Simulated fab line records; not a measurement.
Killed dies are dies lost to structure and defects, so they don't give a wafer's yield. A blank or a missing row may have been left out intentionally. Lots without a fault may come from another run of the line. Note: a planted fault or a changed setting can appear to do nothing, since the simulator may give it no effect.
Chamber matching | flow n5 finfet | 3 sister chambers for N5_BEOL_M5_ILD_DEP_00 on pecvd-04
The step deposits SiCOH lowk from DEMS/porogen, target thk 140.64 nm, time 25.9 s. 14 wafers are shown with their chamber, then 7 later ones without.

== WAFERS WITH THEIR CHAMBER ==
wafer  | chamber | showerhead plenum p Torr (Torr) | heater power w (W) | throttle valve pct (%)
L159.3 | 0       | 5.754                           | 379                | 12.8
L159.4 | 2       | 5.739                           | 407                | 13.7
L159.5 | 1       | 5.716                           | 446                | 13.5
L163.1 | 0       | 5.758                           | 406                | 12.9
L163.4 | 1       | 5.720                           | 427                | 13.5
L163.5 | 2       | 5.734                           | 390                | 13.9
L168.4 | 2       | 5.731                           | 407                | 12.8
L168.5 | 0       | 5.763                           | 375                | 12.6
L168.6 | 1       | 5.722                           | 474                | 13.5
L172.1 | 0       | 5.750                           | 371                | 12.7
L172.2 | 1       | 5.714                           | 445                | 13.3
L172.6 | 1       | 5.724                           | 457                | 13.3
L175.3 | 2       | 5.729                           | 360                | 12.3
L175.4 | 0       | 5.767                           | 402                | 12.7

SIGNATURES (averages over the wafers above)
reading                  | chamber 0 | chamber 1 | chamber 2 | scatter within a chamber
showerhead plenum p Torr | 5.75840   | 5.71920   | 5.73325   | 0.00532
heater power w           | 386.60    | 449.80    | 391.00    | 18.4
throttle valve pct       | 12.740    | 13.420    | 13.175    | 0.405
Rule: a wafer lies at a distance from a chamber equal to the root of the sum of squares, over the readings, of (its reading less the chamber's mean, divided by the reading's scatter). If the next closest chamber is less than 2 further off than the closest, the wafer can't be placed; otherwise it belongs to the closest. The scatter is the square root of a quotient: the sum, over the shown wafers, of each reading's squared deviation from its chamber's mean, divided by wafers minus chambers.

== WAFERS MISSING THEIR CHAMBER ==
wafer  | showerhead plenum p Torr (Torr) | heater power w (W) | throttle valve pct (%)
L175.5 | 5.721                           | 366                | 13.0
L178.1 | 5.731                           | 454                | 13.3
L178.4 | 5.743                           | 378                | 13.0
L178.6 | 5.748                           | 381                | 12.5
L181.3 | 5.764                           | 367                | 12.7
L181.4 | 5.750                           | 395                | 12.8
L181.5 | 5.726                           | 432                | 13.6

== THE CHAMBER EACH PASSED THROUGH ==
wafer  | from the rows above     | in truth
L175.5 | can't be placed: 2 or 1 | 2
L178.1 | can't be placed: 1 or 2 | 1
L178.4 | can't be placed: 2 or 0 | 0
L178.6 | can't be placed: 0 or 2 | 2
L181.3 | 0                       | 0
L181.4 | can't be placed: 0 or 2 | 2
L181.5 | can't be placed: 1 or 2 | 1
Correctly placed: 1 of 7. Can't be placed from these rows: 6 (the true chamber is among the candidates in 6). Number placed wrongly: 0.
